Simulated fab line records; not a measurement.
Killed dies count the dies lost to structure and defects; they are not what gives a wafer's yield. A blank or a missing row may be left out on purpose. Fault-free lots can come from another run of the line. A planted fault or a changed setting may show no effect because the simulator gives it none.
What tool caused it? ; flow n5 finfet ; 15 lots, 43 wafers sampled, at 6 steps of a route of 1938

== WHAT THE GAUGES READ, wafer by wafer ==
N5_GATE_CUT_CD_MEAS_13: the cd target is 20 nm.
lot;measured;on;cd nm (nm)
L655;day 4 17:54;cd sem-01;19.34 19.94 19.89
L657;day 5 01:14;cd sem-02;20.10 20.22 20.04
L659;day 5 14:34;cd sem-02;19.89 19.46 20.10
L658;day 5 16:07;cd sem-02;20.07 19.80 20.06
L661;day 6 02:38;cd sem-01;19.94 19.97 19.56
L662;day 6 08:36;cd sem-01;20.65 20.41 20.00
L663;day 6 13:17;cd sem-02;20.22 19.69 19.87
L664;day 6 21:02;cd sem-01;19.85 19.97 19.88
L665;day 7 02:47;cd sem-02;20.14 19.98 19.90
L666;day 7 09:47;cd sem-01;20.01 19.92 20.17
L667;day 7 12:02;cd sem-02;20.23 20.38 20.24
L669;day 8 00:05;cd sem-01;20.25 19.83 19.72
L676;day 9 20:02;cd sem-02;20.14 17.73
L677;day 10 01:59;cd sem-01;17.61 19.54 19.50
L678;day 10 08:34;cd sem-01;19.94 17.57

N5_BEOL_M4_RC_MEAS_101.
lot;measured;on;DIBL_N (mV/V);DIBL_P (mV/V);IOFF_N (nA/um);IOFF_P (nA/um);ION_N (uA/um);ION_P (uA/um);SS_N (mV/dec);SS_P (mV/dec);VT_N (mV);VT_P (mV)
L655;day 8 02:21;prober-01;37.2 36.6 35.3;38.5 37.3 36.4;0.169 0.150 0.137;0.23 0.21 0.20;681 676 661;466 467 457;71.4 71.6 71.5;72.8 72.7 73.0;246.2 249.8 251.9;-249 -251 -252
L657;day 8 19:53;prober-01;34.6 35.1 35.3;34.8 34.9 35.1;0.128 0.132 0.137;0.16 0.17 0.17;665 662 668;455 453 455;71.2 71.7 71.2;72.0 72.3 71.9;251.3 251.7 253.9;-256 -253 -254
L659;day 9 17:05;prober-01;36.7 36.6 36.4;36.7 36.2 36.4;0.185 0.163 0.179;0.25 0.23 0.25;695 679 695;475 466 477;72.2 71.9 71.0;73.9 72.6 72.6;247.5 250.2 246.5;-249 -249 -246
L658;day 9 23:38;prober-01;36.5 37.5 36.6;35.2 37.4 34.6;0.145 0.176 0.138;0.20 0.24 0.19;677 690 674;465 477 460;71.7 71.7 71.2;73.1 73.4 73.4;253.5 246.0 252.7;-251 -247 -251
L661;day 10 18:52;prober-01;36.2 37.5 36.2;35.5 37.2 35.9;0.137 0.155 0.140;0.18 0.21 0.18;668 684 673;456 468 459;71.4 71.9 71.1;73.1 73.3 72.8;252.1 253.2 251.5;-252 -252 -253
L662;day 10 18:29;prober-02;37.6 35.8 35.3;37.5 34.8 34.3;0.184 0.135 0.135;0.22 0.17 0.17;686 662 664;470 449 458;71.3 71.1 71.0;73.1 72.5 72.0;244.6 250.2 251.1;-247 -251 -251
L663;day 11 08:04;prober-01;37.8 37.8 37.6;36.3 36.7 35.7;0.164 0.176 0.170;0.23 0.25 0.23;671 688 684;462 474 472;72.0 71.1 71.6;73.7 73.4 73.5;251.0 247.2 248.2;-246 -245 -247
L664;day 10 16:16;prober-01;34.2 34.5 35.3;35.7 36.1 37.5;0.151 0.159 0.177;0.23 0.23 0.26;686 670 692;468 470 475;71.2 71.8 71.6;72.6 72.4 72.8;248.1 245.6 247.1;-247 -248 -246
L665;day 11 11:13;prober-02;37.4 36.9 37.3;35.5 35.0 35.6;0.168 0.162 0.174;0.23 0.21 0.23;683 680 682;466 466 465;70.9 71.2 71.6;73.8 73.2 73.8;249.0 248.9 250.0;-249 -247 -247
L666;day 11 23:50;prober-01;37.4 36.5 36.8;38.4 36.9 36.2;0.177 0.157 0.153;0.21 0.18 0.18;680 669 665;462 459 451;72.0 71.7 72.0;73.6 73.1 73.3;248.5 249.4 250.3;-253 -253 -254
L667;day 12 05:26;prober-01;37.2 35.8 36.2;37.3 36.4 36.6;0.182 0.173 0.173;0.25 0.24 0.23;680 680 677;475 472 465;71.3 71.3 71.1;73.5 73.9 72.8;248.5 249.2 247.7;-246 -245 -246
L669;day 12 12:53;prober-02;37.1 36.4 34.7;37.0 36.4 34.0;0.156 0.154 0.120;0.22 0.21 0.18;666 671 660;459 457 453;71.4 72.1 70.6;74.0 73.0 73.4;250.1 252.0 254.0;-249 -251 -253
L676;day 14 03:20;prober-02;37.2;37.3;0.186;0.26;691;481;71.4;74.0;247.1;-246
L677;day 13 19:31;prober-01;37.4 36.5;37.9 36.6;0.182 0.170;0.28 0.26;675 667;473 464;71.5 71.8;74.0 73.9;246.1 247.4;-245 -246
L678;day 14 19:49;prober-02;38.2;39.2;0.187;0.29;688;471;71.6;74.1;249.0;-242

== EACH LOT AND THE TOOL THAT RAN IT (in order: tool; ch and the chambers of the sampled wafers; start) ==
lot;N5_HKMG_FIN_W_FILL_22;N5_HKMG_FIN_CMP_23;N5_HKMG_FIN_CMP_94;N5_GATE_CUT_EXPOSE_10
L655;cvd w-01 ch 0,1, day 4 13:08;cmp-02 ch 0,3, day 4 13:14;cmp-02 ch 0,3, day 4 13:43;euv scanner-01 ch 0, day 4 17:46
L657;cvd w-02 ch 0,1, day 4 20:21;cmp-02 ch 0,1,2, day 4 20:28;cmp-02 ch 0,1,2, day 4 20:56;euv scanner-01 ch 0, day 5 01:07
L659;cvd w-02 ch 1, day 5 09:27;cmp-01 ch 0,3, day 5 09:34;cmp-01 ch 0,3, day 5 10:03;euv scanner-02 ch 0, day 5 14:26
L658;cvd w-01 ch 0,1, day 5 11:21;cmp-03 ch 0,1,3, day 5 11:37;cmp-03 ch 0,1,3, day 5 12:00;euv scanner-02 ch 0, day 5 15:59
L661;cvd w-02 ch 0,1, day 5 22:14;cmp-03 ch 1,3, day 5 22:20;cmp-03 ch 1,3, day 5 22:49;euv scanner-02 ch 0, day 6 02:30
L662;cvd w-01 ch 0,1, day 6 03:54;cmp-02 ch 0,1,2, day 6 04:13;cmp-02 ch 0,1,2, day 6 04:36;euv scanner-01 ch 0, day 6 08:28
L663;cvd w-01 ch 0,1, day 6 08:32;cmp-03 ch 1,3, day 6 08:49;cmp-03 ch 1,3, day 6 09:15;euv scanner-02 ch 0, day 6 13:10
L664;cvd w-02 ch 0,1, day 6 16:26;cmp-02 ch 0,1,2, day 6 16:43;cmp-02 ch 0,1,2, day 6 17:05;euv scanner-02 ch 0, day 6 20:53
L665;cvd w-01 ch 0,1, day 6 21:56;cmp-02 ch 0,3, day 6 22:07;cmp-02 ch 0,3, day 6 22:33;euv scanner-02 ch 0, day 7 02:39
L666;cvd w-01 ch 1, day 7 05:21;cmp-02 ch 0,3, day 7 05:34;cmp-02 ch 0,3, day 7 05:59;euv scanner-02 ch 0, day 7 09:39
L667;cvd w-02 ch 0,1, day 7 07:03;cmp-01 ch 1,2,3, day 7 07:10;cmp-01 ch 1,2,3, day 7 07:38;euv scanner-01 ch 0, day 7 11:54
L669;cvd w-02 ch 0,1, day 7 19:31;cmp-01 ch 0,1,3, day 7 19:38;cmp-01 ch 0,1,3, day 7 20:07;euv scanner-01 ch 0, day 7 23:57
L676;cvd w-01 ch 0, day 9 15:12;cmp-02 ch 1,3, day 9 15:27;cmp-02 ch 1,3, day 9 15:50;euv scanner-02 ch 0, day 9 19:55
L677;cvd w-01 ch 0,1, day 9 21:35;cmp-01 ch 2,3, day 9 21:41;cmp-01 ch 2,3, day 9 22:10;euv scanner-02 ch 0, day 10 01:51
L678;cvd w-01 ch 0, day 10 03:31;cmp-03 ch 1,3, day 10 03:47;cmp-03 ch 1,3, day 10 04:10;euv scanner-02 ch 0, day 10 08:26
- N5_HKMG_FIN_W_FILL_22: material W, target thk 60 nm, time 18.2 s.
- N5_HKMG_FIN_CMP_23: polishes, stops on SiNx, t overpolish 10 s, target thk 46.326 nm.
- N5_HKMG_FIN_CMP_94: polishes, stops on SiNx, t overpolish 4.7 s, target thk 43.299 nm.
- N5_GATE_CUT_EXPOSE_10: exposes mask GATE CUT, target cd 20 nm.

== AS READ BY THE TOOLS THEMSELVES (means over the sampled wafers that have a number; for cases with no such wafer, the mark the record gives instead) ==
N5_HKMG_FIN_W_FILL_22.
lot;tool;heater power w (W);susceptor temp C (C);throttle valve pct (%)
L655;cvd w-01;775;399.98;18.7
L657;cvd w-02;901;399.82;21.5
L659;cvd w-02;874;399.94;21.4
L658;cvd w-01;772;399.95;18.7
L661;cvd w-02;906;400.08;21.7
L662;cvd w-01;772;399.97;18.7
L663;cvd w-01;745;400.15;19.2
L664;cvd w-02;902;399.88;21.6
L665;cvd w-01;777;400.16;18.8
L666;cvd w-01;734;399.93;19.2
L667;cvd w-02;919;399.96;21.8
L669;cvd w-02;897;399.81;21.8
L676;cvd w-01;798;400.09;18.8
L677;cvd w-01;776;399.88;18.9
L678;cvd w-01;814;399.77;18.6

N5_HKMG_FIN_CMP_23.
lot;tool;edge zone pressure frac;head pressure psi (psi);motor current A (A);overpolish run s (s);pad life wafers;time to endpoint s (s)
L655;cmp-02;0.997;4.002;11.3;10.002;696;13.3
L657;cmp-02;1.001;4.000;12.8;10.000;763;12.8
L659;cmp-01;0.998;4.001;10.7;10.006;168;12.7
L658;cmp-03;1.001;4.004;12.2;9.996;1916;11.3
L661;cmp-03;0.998;4.003;13.9;10.005;1999;14.2
L662;cmp-02;1.003;3.994;13.3;10.001;1010;11.0
L663;cmp-03;1.003;3.999;13.9;9.994;2102;13.0
L664;cmp-02;0.999;3.994;12.6;9.995;1130;13.6
L665;cmp-02;1.003;4.001;11.0;9.999;1184;14.9
L666;cmp-02;1.000;3.992;10.7;10.005;1237;11.5
L667;cmp-01;1.000;4.004;12.1;9.992;536;12.6
L669;cmp-01;0.996;3.992;11.4;10.003;619;13.0
L676;cmp-02;1.004;4.006;12.8;9.994;1706;12.5
L677;cmp-01;1.000;3.998;12.2;9.998;1026;10.3
L678;cmp-03;1.003;4.005;14.2;9.991;560;10.6

N5_HKMG_FIN_CMP_94.
lot;tool;edge zone pressure frac;head pressure psi (psi);motor current A (A);pad life wafers
L655;cmp-02;1.006;4.003;11.1;702
L657;cmp-02;1.003;4.000;12.4;769
L659;cmp-01;1.003;4.014;10.7;174
L658;cmp-03;1.002;4.004;12.6;1922
L661;cmp-03;1.009;3.999;14.1;2005
L662;cmp-02;1.002;3.992;12.5;1016
L663;cmp-03;1.002;4.002;14.2;2108
L664;cmp-02;0.999;4.003;13.0;1136
L665;cmp-02;1.003;4.000;10.9;1190
L666;cmp-02;0.997;3.991;10.3;1243
L667;cmp-01;1.003;4.003;12.6;542
L669;cmp-01;1.001;4.001;11.1;625
L676;cmp-02;1.000;3.998;13.1;1712
L677;cmp-01;1.003;3.996;12.2;1032
L678;cmp-03;1.000;4.000;13.8;566

== THE ANSWER, worked out from the rows above alone ==
Rule: usual is defined by the lots themselves. The widest of any qualifying gaps counts: lots, ordered by their means at a reading, are off when they make up no more than a third of the lots, leave a main group of 4 or more, and stand apart from it by 3 or more times the standard deviation of that group's means. A main group whose means are all the same, to the digits that the tables above print for the reading, isn't used. A lot without any number at a reading at which 4 lots or more have one is off too. The other lots that the step has rows for count as sound. Order of review: gauges by route order, followed by the tools' own readings, for which a lot's mean as printed above is used. At the first step where some lot is off, the reading lying furthest off is the one used; lots without a number count as furthest.
Off at N5_GATE_CUT_CD_MEAS_13 (cd nm): L676, L677, L678. Mean 19.99 nm and standard deviation 0.18 in the main group.
A tool fits if, at a process step before that reading, it ran every lot that is off, and no sound lot after the first of them. Gauges at N5_GATE_CUT_CD_MEAS_13: tried the same way as those tools. 2 tools fit, cvd w-01 at N5_HKMG_FIN_W_FILL_22 and euv scanner-02 at N5_GATE_CUT_EXPOSE_10, so this cannot tell which one it is.

== WHAT THE SIMULATOR HAD INSERTED ==
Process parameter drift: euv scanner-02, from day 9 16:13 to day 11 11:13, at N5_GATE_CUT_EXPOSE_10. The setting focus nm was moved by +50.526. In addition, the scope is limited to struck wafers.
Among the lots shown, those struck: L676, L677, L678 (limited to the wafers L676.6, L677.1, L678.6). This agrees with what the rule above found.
